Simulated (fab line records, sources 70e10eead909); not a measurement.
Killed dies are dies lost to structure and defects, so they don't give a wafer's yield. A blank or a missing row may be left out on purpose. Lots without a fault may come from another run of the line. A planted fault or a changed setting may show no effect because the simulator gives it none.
fab line records | flow nand_harc | part 1 of 2: steps 1 to 22 of 33
record lots=5 wafers=15 last_day=25
route steps=1159 shown P_M0@263 P_M1@285
lots that met no fault: from a run of the same line without faults
start_h: hours from the record's first day to the start of the lot's first wafer shown | wait_h: hours since the lot's step before | " the same as in the row above | L1.1+2: a row that stands for several wafers | - no value, or no start given | * or withheld: withheld | < > ~ a bound
route shown NAME@n: a module of which the file shows steps, and the number in the route of the first | usual: mean/standard deviation of fault-free wafers | same: alike in all rows | chamber/n: place in a boat | sites: the reading at each site | _std_site: their standard deviation | _edge_site: outer sites' mean less inner sites' | radius_mm: how far each site lies from the wafer's centre | mask NAME#n: copy n | behind: the tool/chamber that last shaped the wafer | hold: why the lot was held/for how many hours/how that ended | device: the transistor (n, p or np) that didn't switch | end of line: the same wafers' tests at the end of the route | a step without rows: its recipe alone | killed: dies lost to structure and defects at the first sort, not the wafer's yield | map: a wafer's dies, x killed, . not, _ none there
set.NAME: the setting as run; set.NAME@STEP: as run at that earlier step | model.NAME: the simulator's own value behind a step, which no gauge read
lots at some steps of the route; a table a step, a row a wafer
services: from which hour (start_h, from the record's first day; less than 0 if before it) a tool's chamber was out of use, for how many hours, and why
## steps
# step NHARC_P_M0_CD_MEAS_09
# recipe target_cd_nm=90 landing_energy_ev=500
# usual cd_nm=89.8/0.65
# columns lot.wafer tool chamber start_h wait_h cd_nm
L074.1 cd_sem-03 0 121.68 - 89.8
L074.2 " 0 " " 90.0
L074.6 " 0 " " 89.6
L075.1 cd_sem-01 0 128.27 - 91.0
L075.3 " 0 " " 90.7
L075.6 " 0 " " 90.5
L081.1 cd_sem-02 0 161.15 - 90.0
L081.3 " 0 " " 89.6
L081.5 " 0 " " 89.6
L088.2 cd_sem-03 0 190.95 - 90.1
L088.4 " 0 " " 90.1
L088.5 " 0 " " 89.9
L095.2 cd_sem-03 0 251.30 - 88.9
L095.4 " 0 " " 88.9
L095.6 " 0 " " 89.1
# step NHARC_P_M0_OVL_MEAS_10
# recipe pitch_nm=180
# usual overlay_x_nm=0.0/0.79 overlay_y_nm=0.1/0.83
# columns lot.wafer tool chamber start_h wait_h overlay_x_nm overlay_y_nm
L074.1 overlay-01 - 121.77 - -0.4 0.0
L074.2 " - " " 0.1 -0.2
L074.6 " - " " -0.2 -0.5
L075.1 overlay-02 - 128.36 - 1.2 -0.2
L075.3 " - " " 0.8 -0.2
L075.6 " - " " 0.9 0.1
L081.1 overlay-02 - 161.23 - 1.1 0.1
L081.3 " - " " 1.0 -0.7
L081.5 " - " " 0.4 -0.1
L088.2 overlay-02 - 191.04 - 0.1 1.2
L088.4 " - " " 0.4 0.5
L088.5 " - " " 0.1 0.3
L095.2 overlay-02 - 251.39 - -0.5 0.2
L095.4 " - " " -0.4 -0.2
L095.6 " - " " -0.4 0.2
# step NHARC_P_M0_INSPECT_11
# usual raw_defect_count=3.7/2.1
# columns lot.wafer tool chamber start_h wait_h raw_defect_count
L074.1 defect_inspect-02 - 121.80 0.0 0
L074.2 " - " " 3
L074.6 " - " " 3
L075.1 defect_inspect-02 - 128.39 0.0 4
L075.3 " - " " 6
L075.6 " - " " 0
L081.1 defect_inspect-02 - 161.27 0.0 7
L081.3 " - " " 6
L081.5 " - " " 3
L088.2 defect_inspect-02 - 191.07 0.0 3
L088.4 " - " " 7
L088.5 " - " " 1
L095.2 defect_inspect-01 - 251.42 0.0 3
L095.4 " - " " 2
L095.6 " - " " 2
# step NHARC_P_M0_DESCUM_14
# recipe time_s=3 o2_flow_sccm=200 ar_flow_sccm=0 bias_power_w=0 chemistry=O2
# usual drypump_motor_current_A=5.5/0.55 oes_product_au=0.996/0.01 rf_vpp_V=57.7/0.87 showerhead_plenum_p_Torr=1.90/0.076 throttle_valve_pct=11.311/0.0094
# same time_s=3
# columns lot.wafer tool chamber start_h wait_h drypump_motor_current_A oes_product_au rf_hours_counter_h rf_vpp_V showerhead_plenum_p_Torr throttle_valve_pct
L074.2 rie_diel-07 0 121.86 0.1 5.4 1.003 3.7 56.6 1.97 11.317
L074.1 " 3 " " 6.6 1.002 3.6 57.2 1.82 11.295
L074.6 " 1 " " 5.7 0.983 - 56.9 1.79 11.314
L075.1 rie_diel-11 1 128.46 0.1 4.7 0.976 6.7 56.8 2.03 11.318
L075.3 " 2 " " 5.9 0.999 6.8 59.1 1.98 11.318
L075.6 " 0 " " 5.4 0.999 - 59.1 1.81 11.314
L081.3 rie_diel-11 0 161.33 0.1 5.4 1.007 9.1 58.1 1.81 11.303
L081.1 " 1 " " 4.8 0.988 9.1 59.8 2.03 11.317
L081.5 " 0 " " 5.4 1.001 - 59.0 1.81 11.313
L088.4 rie_diel-01 1 191.13 0.1 4.8 0.981 3.0 57.9 1.91 11.297
L088.2 " 0 " " 5.0 1.008 3.1 57.6 1.93 11.300
L088.5 " 2 " " 5.7 1.002 - 57.7 1.92 11.310
L095.4 rie_diel-07 2 251.48 0.1 6.6 1.004 1.0 57.9 1.89 11.311
L095.2 " 0 " " 5.4 0.994 1.4 58.2 1.97 11.321
L095.6 " 2 " " 6.5 0.996 - 57.4 1.89 11.313
# step NHARC_P_M0_ETCH_34
# recipe target_depth_a=400 overetch_a=120 time_s=43.94 ion_energy_ev=200 n2_flow_sccm=150 h2_flow_sccm=150 ar_flow_sccm=0 rf_w=400 bias_w=150 chemistry=N2/H2
# usual drypump_motor_current_A=5.5/0.56 oes_product_au=0.997/0.011 rf_fwd_power_W=394.1/1.7 rf_vpp_V=430.0/2.5 showerhead_plenum_p_Torr=2.02/0.082 throttle_valve_pct=14.170/0.0088
# same time_s=43.94
# columns lot.wafer tool chamber start_h wait_h drypump_motor_current_A oes_product_au rf_fwd_power_W rf_hours_counter_h rf_vpp_V showerhead_plenum_p_Torr throttle_valve_pct
L074.2 rie_diel-07 2 121.95 0.1 6.6 0.986 390.6 3.9 432.0 2.01 14.171
L074.1 " 0 " " 5.4 0.994 393.7 3.7 431.1 2.11 14.179
L074.6 " 2 " " 6.6 0.988 392.3 - 430.0 2.01 14.182
L075.1 rie_diel-11 0 128.54 0.1 5.4 1.006 394.8 6.4 427.2 1.93 14.159
L075.3 " 2 " " 5.9 1.007 393.7 6.8 431.2 2.11 14.172
L075.6 " 3 " " 5.4 0.991 394.0 - 429.1 1.99 14.173
L081.3 rie_diel-11 0 161.42 0.1 5.5 1.002 395.7 9.1 427.9 1.93 14.163
L081.1 " 2 " " 5.9 1.002 395.1 9.1 431.2 2.11 14.174
L081.5 " 3 " " 5.4 0.988 392.4 - 429.9 1.99 14.171
L088.2 rie_diel-01 1 191.22 0.1 4.8 0.978 394.8 3.0 430.1 2.03 14.183
L088.4 " 3 " " 5.3 1.005 396.2 3.1 427.8 1.91 14.167
L088.5 " 2 " " 5.7 0.999 391.6 - 430.5 2.04 14.160
L095.4 rie_diel-07 1 251.57 0.1 5.7 0.989 395.6 1.3 426.6 1.90 14.174
L095.2 " 3 " " 6.6 0.987 394.2 1.1 429.0 1.94 14.160
L095.6 " 2 " " 6.6 1.008 391.7 - 430.7 2.01 14.176
# step NHARC_P_M0_ETCH_15
# recipe target_depth_a=1500 overetch_a=150 time_s=82.5 c4f8_flow_sccm=withheld ar_flow_sccm=400 rf_w=600 bias_w=300 chemistry=C4F8/Ar
# usual oes_product_au=0.955/0.023 rf_fwd_power_W=594.7/2.1 rf_vpp_V=440.2/2.6
# same time_s=82.5
# columns lot.wafer tool chamber start_h wait_h oes_product_au rf_fwd_power_W rf_hours_counter_h rf_vpp_V
L074.2 rie_diel-07 2 - - 0.967 593.7 3.9 440.4
L074.1 " 3 " " 0.986 592.0 3.7 437.6
L074.6 " 2 " " 0.968 596.5 - 439.7
L075.1 rie_diel-11 1 - - 0.955 594.4 6.7 442.7
L075.3 " 3 " " 0.969 595.1 6.5 440.7
L075.6 " 1 " " 0.950 595.8 - 443.3
L081.1 rie_diel-11 1 - - 0.922 597.5 9.1 444.5
L081.3 " 2 " " 0.940 595.0 9.1 443.0
L081.5 " 1 " " 0.917 596.8 - 445.2
L088.2 rie_diel-01 3 - - 0.984 592.1 3.1 437.4
L088.4 " 0 " " 0.964 594.4 3.2 441.5
L088.5 " 3 " " 0.989 592.5 - 436.0
L095.4 rie_diel-07 1 - - 0.975 595.6 1.3 436.0
L095.2 " 3 " " 0.970 594.0 1.1 436.4
L095.6 " 0 " " 0.980 596.2 - 442.3
# step NHARC_P_M0_CD_MEAS_16
# usual cd_nm=89.6/0.83
# columns lot.wafer tool chamber start_h wait_h cd_nm
L074.1 cd_sem-03 - 122.16 - 89.8
L074.2 " - " " 89.6
L074.6 " - " " 90.4
L075.1 cd_sem-03 - 128.75 - 90.4
L075.3 " - " " 90.0
L075.6 " - " " 90.8
L081.1 cd_sem-02 - 161.64 - 89.1
L081.3 " - " " 88.6
L081.5 " - " " 90.0
L088.2 cd_sem-02 - 191.44 - 90.1
L088.4 " - " " 90.5
L088.5 " - " " 89.6
L095.2 cd_sem-01 - 251.78 - 87.6
L095.4 " - " " 89.1
L095.6 " - " " 88.8
# step NHARC_P_M0_STRIP_18
# recipe power_w=1000 n2_flow_sccm=150 h2_flow_sccm=150 ar_flow_sccm=0 bias_w=0 chemistry=N2/H2
# usual drypump_motor_current_A=5.6/0.61 oes_product_au=0.997/0.01 rf_fwd_power_W=997/3.2 rf_vpp_V=90.7/0.86 showerhead_plenum_p_Torr=2.02/0.086 throttle_valve_pct=14.171/0.0088
# columns lot.wafer tool chamber start_h wait_h drypump_motor_current_A oes_product_au rf_fwd_power_W rf_hours_counter_h rf_vpp_V showerhead_plenum_p_Torr throttle_valve_pct
L074.2 rie_diel-11 0 122.24 0.1 5.5 0.989 996 5.8 89.9 1.93 14.182
L074.1 " 3 " " 5.4 0.977 995 6.0 90.1 1.99 14.170
L074.6 " 0 " " 5.4 1.003 998 - 90.1 1.93 14.156
L075.1 rie_diel-07 3 128.85 0.1 6.6 1.026 994 4.2 90.8 1.94 14.167
L075.3 " 0 " " 5.3 0.997 998 4.1 90.8 2.11 14.171
L075.6 " 3 " " 6.6 1.022 995 - 90.3 1.94 14.178
L081.1 rie_diel-01 1 161.71 0.1 4.8 0.971 997 1.6 91.0 2.04 14.168
L081.3 " 2 " " 5.7 0.999 993 1.6 92.4 2.04 14.175
L081.5 " 2 " " 5.7 0.989 998 - 90.9 2.04 14.161
L088.2 rie_diel-07 0 191.54 0.1 5.4 1.000 990 8.8 90.7 2.10 14.164
L088.5 " 3 " " 6.6 1.013 999 - 90.1 1.94 14.177
L088.4 " 0 " " 5.4 1.003 993 - 91.2 2.10 14.172
L095.2 rie_diel-07 1 251.91 0.1 5.7 0.987 993 1.3 90.1 1.90 14.179
L095.4 " 2 " " 6.6 1.003 995 1.1 89.8 2.01 14.158
L095.6 " 0 " " 5.4 1.003 1000 - 91.6 2.10 14.170
# step NHARC_P_M0_STRIP_19
# recipe time_s=600 temp_c=30 chemistry=post_etch_residue_remover
# usual bath_heat_duty_pct=13.0/1.6
# same time_s=600
# columns lot.wafer tool chamber start_h wait_h bath_heat_duty_pct
L074.6 wet_bench-01 1 122.52 - 12.5
L074.2 " 3 " " 16.5
L074.1 " 4 " " 10.8
L075.6 wet_bench-09 1 129.12 - 10.8
L075.3 " 2 " " 14.2
L075.1 " 4 " " 14.5
L081.3 wet_bench-01 6 162.00 - 10.0
L081.5 " 0 " " 13.6
L081.1 " 1 " " 11.3
L088.2 wet_bench-09 3 191.85 - 14.4
L088.5 " 5 " " 13.2
L088.4 " 7 " " 12.3
L095.6 wet_bench-09 6 252.13 - 10.5
L095.2 " 7 " " 13.9
L095.4 " 2 " " 13.2
# step NHARC_P_M0_DEGAS_28
# recipe temp_c=250 time_s=60
# usual heater_power_w=352/41
# same time_s=60
# columns lot.wafer tool chamber start_h wait_h heater_power_w
L074.1 pvd_sputter-01 - 122.80 - 328
L074.2 " - " " 354
L074.6 " - " " 312
L075.3 pvd_sputter-01 - 129.39 - 334
L075.1 " - " " 352
L075.6 " - " " 303
L081.1 pvd_sputter-03 - 162.26 - 380
L081.3 " - " " 399
L081.5 " - " " 382
L088.4 pvd_sputter-02 - 192.11 - 321
L088.2 " - " " 339
L088.5 " - " " 294
L095.2 pvd_sputter-03 - 252.40 - 386
L095.4 " - " " 334
L095.6 " - " " 370
# step NHARC_P_M0_PRE_CLEAN_29
# recipe time_s=30 temp_c=280 gas=H2/He
# usual heater_power_w=427/48
# same time_s=30
# columns lot.wafer tool chamber start_h wait_h heater_power_w
L074.1 pvd_sputter-01 - - - 461
L074.2 " - " " 420
L074.6 " - " " 460
L075.3 pvd_sputter-01 - - - 466
L075.1 " - " " 407
L075.6 " - " " 372
L081.1 pvd_sputter-03 - - - 471
L081.3 " - " " 417
L081.5 " - " " 466
L088.2 pvd_sputter-02 - - - 355
L088.4 " - " " 519
L088.5 " - " " 361
L095.2 pvd_sputter-03 - - - 480
L095.4 " - " " 371
L095.6 " - " " 468
# step NHARC_P_M0_PVD_20
# recipe target_thk_a=50 bias_v=168.6 power_w=15000 chamber_pressure_pa=0.12 time_s=8.06 substrate_temp_c=50 material=TaN
# usual throttle_valve_pct=30.2/0.83
# same time_s=8.06
# columns lot.wafer tool chamber start_h wait_h throttle_valve_pct
L074.1 pvd_sputter-01 - - - 31.2
L074.2 " - " " 29.6
L074.6 " - " " 31.8
L075.3 pvd_sputter-01 - - - 31.5
L075.1 " - " " 29.3
L075.6 " - " " 29.5
L081.3 pvd_sputter-03 - - - 30.4
L081.1 " - " " 29.7
L081.5 " - " " 30.5
L088.4 pvd_sputter-02 - - - 29.9
L088.2 " - " " 30.8
L088.5 " - " " 30.8
L095.2 pvd_sputter-03 - - - 30.6
L095.4 " - " " 30.7
L095.6 " - " " 30.5
# step NHARC_P_M0_PVD_21
# recipe target_thk_a=300 chamber_pressure_pa=5 power_w=5000 substrate_temp_c=30 time_s=20.49 material=Cu
# usual throttle_valve_pct=30.2/0.84
# same time_s=20.49
# columns lot.wafer tool chamber start_h wait_h throttle_valve_pct
L074.2 pvd_sputter-01 - - - 30.9
L074.1 " - " " 29.5
L074.6 " - " " 29.5
L075.1 pvd_sputter-01 - - - 31.2
L075.3 " - " " 29.2
L075.6 " - " " 29.2
L081.3 pvd_sputter-03 - - - 29.9
L081.1 " - " " 30.3
L081.5 " - " " 30.9
L088.2 pvd_sputter-02 - - - 28.5
L088.4 " - " " 30.0
L088.5 " - " " 28.8
L095.2 pvd_sputter-03 - - - 30.5
L095.4 " - " " 30.1
L095.6 " - " " 30.4
# step NHARC_P_M0_ECD_22
# recipe target_thk_a=4000 bath_temp_c=25 material=Cu
# usual bath_heat_duty_pct=5.9/0.49
# columns lot.wafer tool chamber start_h wait_h bath_heat_duty_pct
L074.2 ecd_cu-01 1 123.15 - 6.1
L074.1 " 0 " " 6.2
L074.6 " 1 " " 5.9
L075.1 ecd_cu-02 0 129.78 - 6.4
L075.3 " 1 " " 6.3
L075.6 " 0 " " 6.6
L081.1 ecd_cu-02 0 162.75 - 6.3
L081.3 " 0 " " 5.9
L081.5 " 0 " " 6.8
L088.2 ecd_cu-02 0 192.52 - 5.5
L088.4 " 0 " " 6.2
L088.5 " 1 " " 5.8
L095.2 ecd_cu-02 0 252.76 - 5.6
L095.4 " 0 " " 5.6
L095.6 " 0 " " 6.4
# step NHARC_P_M0_ANNEAL_30
# recipe temp_c=225 time_s=90
# usual wafer_temp_C_max=225.8/0.31
# same time_s=90
# columns lot.wafer tool chamber start_h wait_h wafer_temp_C_max
L074.1 rtp_anneal-01 0 123.52 0.3 225.8
L074.2 " 0 " " 225.8
L074.6 " 0 " " 226.2
L075.1 rtp_anneal-01 0 130.14 - 225.8
L075.3 " 0 " " 225.7
L075.6 " 0 " " 226.5
L081.1 rtp_anneal-02 0 163.26 0.5 225.6
L081.3 " 0 " " 225.6
L081.5 " 0 " " 225.6
L088.2 rtp_anneal-01 0 192.89 - 225.8
L088.4 " 0 " " 225.9
L088.5 " 0 " " 225.9
L095.2 rtp_anneal-02 0 253.24 - 225.6
L095.4 " 0 " " 225.7
L095.6 " 0 " " 225.7
# step NHARC_P_M0_CMP_23
# recipe t_overpolish_s=20 target_thk_nm=117.53
# usual motor_current_A=11.9/1.1 slurry_flow_ml_min=150.1/0.49 time_to_endpoint_s=29.1/2.7
# same t_overpolish_s=20
# columns lot.wafer tool chamber start_h wait_h motor_current_A slurry_flow_ml_min time_to_endpoint_s
L074.1 cmp-03 2 123.90 - 12.5 150.8 31.3
L074.2 " 0 " " 11.3 150.2 27.9
L074.6 " 2 " " 11.6 150.2 29.8
L075.1 cmp-01 2 130.49 - 12.5 150.8 28.4
L075.3 " 0 " " 11.2 149.8 29.5
L075.6 " 3 " " 12.7 150.1 26.0
L081.3 cmp-03 0 163.61 - 12.1 149.5 29.8
L081.1 " 1 " " 11.7 150.8 31.1
L081.5 " 1 " " 12.1 149.8 33.0
L088.4 cmp-01 1 193.21 - 10.0 148.7 28.2
L088.2 " 3 " " 12.0 149.4 30.0
L088.5 " 1 " " 10.0 149.8 28.5
L095.4 cmp-01 0 253.53 - 11.8 150.4 31.1
L095.2 " 3 " " 12.2 150.9 29.1
L095.6 " 1 " " 9.7 150.2 30.0
# step NHARC_P_M0_THK_MEAS_24
# recipe thk_meas_gauge=xrf
# usual thk_nm=117.7/1.5
# columns lot.wafer tool chamber start_h wait_h thk_nm
L074.1 film_metro-02 - 124.19 - 119.0
L074.2 " - " " 118.7
L074.6 " - " " 119.2
L075.1 film_metro-02 - 130.80 - 115.7
L075.3 " - " " 118.6
L075.6 " - " " 116.6
L081.1 film_metro-01 - 163.92 - 117.4
L081.3 " - " " 118.6
L081.5 " - " " 120.7
L088.2 film_metro-01 - 193.50 - 115.9
L088.4 " - " " 115.4
L088.5 " - " " 116.2
L095.2 film_metro-02 - 253.84 - 117.9
L095.4 " - " " 119.0
L095.6 " - " " 119.6
# step NHARC_P_M0_SRD_25
# columns lot.wafer tool chamber start_h wait_h
L074.1+2+6 wet_bench-10 6,7,0 124.24 0.0
L075.1+3+6 wet_bench-08 2,4,5 130.84 0.0
L081.5+1+3 wet_bench-08 0,2,4 163.97 0.0
L088.2+5+4 wet_bench-08 0,1,3 193.55 0.0
L095.4+6+2 wet_bench-08 2,3,6 253.88 0.0
# step NHARC_P_M0_INSPECT_27
# usual raw_defect_count=256/92
# columns lot.wafer tool chamber start_h wait_h raw_defect_count
L074.1 defect_inspect-02 - 124.35 0.0 156
L074.2 " - " " 248
L074.6 " - " " 128
L075.1 defect_inspect-01 - 130.95 0.0 290
L075.3 " - " " 197
L075.6 " - " " 250
L081.1 defect_inspect-01 - 164.08 0.0 181
L081.3 " - " " 272
L081.5 " - " " 326
L088.2 defect_inspect-01 - 193.66 0.0 183
L088.4 " - " " 197
L088.5 " - " " 207
L095.2 defect_inspect-02 - 254.00 0.0 189
L095.4 " - " " 266
L095.6 " - " " 490
# step NHARC_P_M0_PRE_CLEAN_31
# recipe time_s=12 temp_c=370 rf_power_w=300 gas=NH3
# usual heater_power_outer_w=382/48 heater_power_w=662/72 rf_fwd_power_W=292.5/0.87
# same time_s=12
# columns lot.wafer tool chamber start_h wait_h heater_power_outer_w heater_power_w rf_fwd_power_W since_wet_clean_h
L074.2 pecvd-03 0 124.45 0.1 280 518 290.6 0
L074.1 " 1 " " 455 724 292.9 0
L074.6 " 2 " " 380 701 294.0 -
L075.3 pecvd-03 0 131.02 0.1 282 523 291.8 7
L075.1 " 1 " " 446 745 291.6 7
L075.6 " 1 " " 456 756 291.1 -
L081.3 pecvd-03 1 164.16 0.1 367 630 293.4 40
L081.1 " 2 " " 374 701 293.2 40
L081.5 " 1 " " 359 613 291.1 -
L088.2 pecvd-01 0 193.75 0.1 415 701 292.5 125
L088.5 " 2 " " 389 639 292.5 -
L088.4 " 0 " " 418 717 293.1 -
L095.2 pecvd-03 1 254.09 0.1 361 627 293.7 130
L095.6 " 2 " " 347 648 293.8 -
L095.4 " 1 " " 366 625 294.3 -
# step NHARC_P_M0_DEP_32
# recipe target_thk_a=300 temp_c=370 target_thk_nm=30 pressure_torr=3 flow_sccm=200 rf_w=450 material=SiCN
# usual heater_power_outer_w=342/46 heater_power_w=611/67 rf_fwd_power_W=449.0/1.4
# columns lot.wafer tool chamber start_h wait_h heater_power_outer_w heater_power_w rf_fwd_power_W since_wet_clean_h
L074.2 pecvd-03 0 124.56 0.1 271 505 450.2 0
L074.1 " 1 " " 362 621 452.1 1
L074.6 " 2 " " 313 598 449.7 -
L075.3 pecvd-03 0 131.10 0.1 274 500 446.1 7
L075.1 " 1 " " 355 584 449.9 7
L075.6 " 1 " " 354 616 450.8 -
L081.3 pecvd-03 1 164.27 0.1 392 652 449.3 40
L081.1 " 2 " " 326 626 447.4 40
L081.5 " 1 " " 398 658 450.7 -
L088.2 pecvd-01 0 193.89 0.1 338 603 449.6 125
L088.5 " 2 " " 378 614 449.0 -
L088.4 " 0 " " 335 602 450.8 -
L095.2 pecvd-03 1 254.23 0.1 376 634 450.6 130
L095.6 " 2 " " 298 596 448.8 -
L095.4 " 1 " " 376 625 450.9 -
# step NHARC_P_M1_DEP_00
# recipe target_thk_a=1825 target_thk_nm=182.5 temp_c=withheld pressure_torr=5 flow_sccm=200 rf_w=600 material=SiOC
# usual rf_fwd_power_W=598.8/1.9
# columns lot.wafer tool chamber start_h wait_h rf_fwd_power_W since_wet_clean_h
L074.1 pecvd-01 1 124.93 - 600.1 56
L074.2 " 0 " " 597.3 56
L074.6 " 1 " " 597.3 -
L075.3 pecvd-01 1 131.52 - 599.6 63
L075.1 " 0 " " 595.3 63
L075.6 " 2 " " 600.5 -
L081.3 pecvd-01 0 164.88 - 599.7 96
L081.1 " 2 " " 599.4 96
L081.5 " 0 " " 599.3 -
L088.2 pecvd-02 0 194.22 - 597.2 28
L088.5 " 0 " " 598.8 -
L088.4 " 2 " " 597.7 -
L095.2 pecvd-01 0 254.61 - 599.2 5
L095.6 " 2 " " 597.7 -
L095.4 " 0 " " 596.4 -
